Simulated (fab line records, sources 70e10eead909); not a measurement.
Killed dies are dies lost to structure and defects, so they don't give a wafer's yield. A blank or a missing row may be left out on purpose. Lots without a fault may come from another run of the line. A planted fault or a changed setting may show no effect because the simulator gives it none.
Which tool did it? | flow nand_harc | 11 lots, 33 wafers sampled, at 5 steps of a route of 1302

WHAT THE GAUGES READ, wafer by wafer
NHARC_A_SGD_CUT_INSPECT_25.
lot  | measured     | on                | raw_defect_count
L357 | day 19 01:50 | defect_inspect-02 | 317 296 372
L358 | day 19 19:42 | defect_inspect-01 | 428 415 413
L360 | day 21 02:55 | defect_inspect-01 | 360 514 337
L362 | day 21 02:55 | defect_inspect-02 | 353 406 394
L361 | day 21 02:56 | defect_inspect-01 | 351 299 340
L363 | day 22 09:31 | defect_inspect-02 | 386 452 389
L366 | day 23 15:45 | defect_inspect-02 | 375 427 490
L368 | day 23 15:54 | defect_inspect-01 | 552 527 515
L369 | day 24 12:25 | defect_inspect-02 | 368 321 366
L370 | day 24 23:51 | defect_inspect-02 | 388 404 420
L380 | day 29 10:08 | defect_inspect-01 | 265 361 838

NHARC_END_SORT_01.
lot  | measured     | on        | killed_at_array | killed_at_other | killed_at_periphery | killed_dies | killed_open | killed_short
L380 | day 34 06:31 | prober-01 | 202 34 47       | 0 1 0           | 2 1 1               | 204 36 48   | 3 3 2       | 3 3 4

WHICH TOOL RAN EACH LOT (tool, then ch and the chambers of the sampled wafers, then the start)
lot  | NHARC_A_SLIT_ETCH_24               | NHARC_A_SLIT_ETCH_26             | NHARC_A_SLIT_ETCH_29
L357 | rie_diel-10 ch 0,1,3, day 19 06:58 | har_etch-02 ch 0,1, day 19 11:50 | rie_diel-10 ch 0,1, day 19 12:43
L358 | rie_diel-04 ch 1,2, day 20 02:08   | har_etch-02 ch 0,1, day 20 07:56 | rie_diel-10 ch 0,2, day 20 08:49
L360 | rie_diel-10 ch 0,1,2, day 21 08:50 | har_etch-01 ch 0,1, day 21 13:54 | rie_diel-04 ch 1,2,3, day 21 14:47
L362 | rie_diel-12 ch 0,1,3, day 21 09:47 | har_etch-02 ch 0,1, day 21 14:42 | rie_diel-10 ch 0,1,2, day 21 15:32
L361 | rie_diel-12 ch 0,2,3, day 21 12:28 | har_etch-01 ch 0,1, day 21 17:49 | rie_diel-12 ch 1,2,3, day 21 18:37
L363 | rie_diel-04 ch 1,2, day 22 16:04   | har_etch-01 ch 0,1, day 23 00:28 | rie_diel-12 ch 1,3, day 23 01:21
L366 | rie_diel-04 ch 0,1,3, day 23 21:20 | har_etch-01 ch 0,1, day 24 02:07 | rie_diel-04 ch 0,3, day 24 02:59
L368 | rie_diel-12 ch 0,1,2, day 23 22:08 | har_etch-02 ch 0,1, day 24 05:36 | rie_diel-04 ch 1,3, day 24 06:28
L369 | rie_diel-12 ch 0,1,3, day 24 17:23 | har_etch-02 ch 1, day 24 22:15   | rie_diel-04 ch 1,2,3, day 24 23:13
L370 | rie_diel-10 ch 0,1, day 25 05:06   | har_etch-02 ch 0,1, day 25 09:58 | rie_diel-04 ch 1,3, day 25 10:51
L380 | rie_diel-04 ch 0,1,3, day 29 17:01 | har_etch-01 ch 0,1, day 29 21:50 | rie_diel-10 ch 0,2,3, day 29 22:41
- NHARC_A_SLIT_ETCH_24: etches the open film in CF4/CHF3, target depth 121 nm, time 60.5 s.
- NHARC_A_SLIT_ETCH_26: etches the open film in C4F8/O2/Ar, time 90 s, target depth 400 nm.
- NHARC_A_SLIT_ETCH_29: etches the open film in CF4/O2, target depth 100 nm, overetch 10 nm, time 55 s.

WHAT THE TOOLS THEMSELVES READ (means of the sampled wafers that have a number; where no wafer has one, the mark that the record gives instead)
NHARC_A_SLIT_ETCH_24.
lot  | tool        | cf4_flow_sccm (sccm) | drypump_motor_current_A (A) | oes_product_au (a.u.) | rf_vpp_V (V) | run_length_s (s) | showerhead_plenum_p_Torr (Torr) | throttle_valve_pct (%)
L357 | rie_diel-10 | 100.0                | 5.9                         | 0.978                 | 371.0        | 82.2             | 1.56                            | 16.806
L358 | rie_diel-04 | 100.2                | 5.2                         | 0.970                 | 370.2        | 81.5             | 1.53                            | 16.799
L360 | rie_diel-10 | 100.2                | 5.6                         | 0.955                 | 369.0        | 82.1             | 1.54                            | 16.799
L362 | rie_diel-12 | 99.9                 | 5.6                         | 0.968                 | 369.2        | 81.9             | 1.56                            | 16.802
L361 | rie_diel-12 | 99.9                 | 5.6                         | 0.952                 | 370.4        | 81.8             | 1.57                            | 16.805
L363 | rie_diel-04 | 100.0                | 5.6                         | 0.960                 | 371.4        | 81.6             | 1.59                            | 16.803
L366 | rie_diel-04 | 99.9                 | 5.9                         | 0.974                 | 372.6        | 81.7             | 1.60                            | 16.793
L368 | rie_diel-12 | 100.2                | 5.8                         | 0.965                 | 368.8        | 81.5             | 1.54                            | 16.803
L369 | rie_diel-12 | 99.8                 | 5.6                         | 0.974                 | 370.0        | 82.1             | 1.56                            | 16.814
L370 | rie_diel-10 | 99.6                 | 5.7                         | 0.965                 | 368.8        | 82.4             | 1.52                            | 16.801
L380 | rie_diel-04 | 100.2                | 5.9                         | 0.967                 | 372.0        | 77.8             | 1.60                            | 16.812

NHARC_A_SLIT_ETCH_26.
lot  | tool        | drypump_motor_current_A (A) | run_length_s (s) | showerhead_plenum_p_Torr (Torr) | throttle_valve_pct (%)
L357 | har_etch-02 | 5.74                        | 120.6            | 3.81                            | 27.619
L358 | har_etch-02 | 5.95                        | 120.6            | 3.87                            | 27.615
L360 | har_etch-01 | 6.16                        | 121.9            | 3.67                            | 27.622
L362 | har_etch-02 | 5.95                        | 120.7            | 3.87                            | 27.624
L361 | har_etch-01 | 6.19                        | 122.3            | 3.67                            | 27.625
L363 | har_etch-01 | 6.18                        | 121.9            | 3.66                            | 27.609
L366 | har_etch-01 | 6.20                        | 121.9            | 3.65                            | 27.619
L368 | har_etch-02 | 5.75                        | 120.7            | 3.77                            | 27.617
L369 | har_etch-02 | 6.19                        | 120.6            | 3.92                            | 27.628
L370 | har_etch-02 | 5.96                        | 120.6            | 3.84                            | 27.613
L380 | har_etch-01 | 6.19                        | 122.2            | 3.61                            | 27.616

NHARC_A_SLIT_ETCH_29.
lot  | tool        | cf4_flow_sccm (sccm) | drypump_motor_current_A (A) | oes_product_au (a.u.) | rf_vpp_V (V) | run_length_s (s) | showerhead_plenum_p_Torr (Torr) | throttle_valve_pct (%)
L357 | rie_diel-10 | 80.01                | 5.7                         | 1.001                 | 196.0        | 76.8             | 1.29                            | 13.394
L358 | rie_diel-10 | 79.99                | 5.4                         | 0.982                 | 197.7        | 76.4             | 1.33                            | 13.394
L360 | rie_diel-04 | 80.00                | 5.6                         | 1.009                 | 197.7        | 76.0             | 1.34                            | 13.401
L362 | rie_diel-10 | 79.95                | 5.6                         | 0.987                 | 197.7        | 76.8             | 1.31                            | 13.399
L361 | rie_diel-12 | 79.94                | 5.5                         | 0.985                 | 197.9        | 76.2             | 1.33                            | 13.399
L363 | rie_diel-12 | 79.91                | 5.3                         | 1.000                 | 198.3        | 76.4             | 1.35                            | 13.406
L366 | rie_diel-04 | 79.79                | 5.8                         | 1.013                 | 197.3        | 76.0             | 1.34                            | 13.391
L368 | rie_diel-04 | 79.94                | 6.1                         | 1.006                 | 198.5        | 75.9             | 1.38                            | 13.401
L369 | rie_diel-04 | 79.93                | 5.6                         | 1.005                 | 198.3        | 75.9             | 1.34                            | 13.398
L370 | rie_diel-04 | 79.94                | 6.0                         | 1.009                 | 198.3        | 75.6             | 1.38                            | 13.402
L380 | rie_diel-10 | 80.11                | 5.8                         | 1.000                 | 198.2        | 76.6             | 1.34                            | 13.394

THE ANSWER, worked out from the rows above alone
Rule: what is usual is taken from the lots themselves. Put in order of their means at a reading, lots are off if they are a third of the lots or fewer, leave a main group of 4 or more, and stand apart from it by a gap of 3 or more times the standard deviation of the main group's means; of several such gaps the widest counts. A main group whose means are all the same, to the digits that the tables above print for the reading, isn't used. A lot without any number at a reading at which 4 lots or more have one is off too. The other lots that the step has rows for count as sound. The gauges are gone through in route order, then the tools' own readings, and for those a lot's mean is taken as printed above. The first step at which some lot is off is used, and at that step the reading that is off furthest; a lot without a number counts as furthest.
Off: L380, at NHARC_A_SLIT_ETCH_24 (run_length_s). The main group: mean 81.9 s, standard deviation 0.3.
A tool fits if, at that step or a process step before it, it ran every lot that is off, and no sound lot after the first of them. One fits: rie_diel-04 at NHARC_A_SLIT_ETCH_24. Its last sound lot is L366 (day 23 21:20), its first lot that is off L380 (day 29 17:01): a fault that began between those two fits.
The tool's own readings at NHARC_A_SLIT_ETCH_24 bear it out: on the lots that are off they differ by more than 5 times the standard deviation of the sound lots' means. run_length_s reads 77.8 s there against 81.9 s on the sound lots.

WHAT THE SIMULATOR HAD PUT IN
Process parameter drift: rie_diel-04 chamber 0, from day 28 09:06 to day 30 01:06, at NHARC_A_SLIT_ETCH_24. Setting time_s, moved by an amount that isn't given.
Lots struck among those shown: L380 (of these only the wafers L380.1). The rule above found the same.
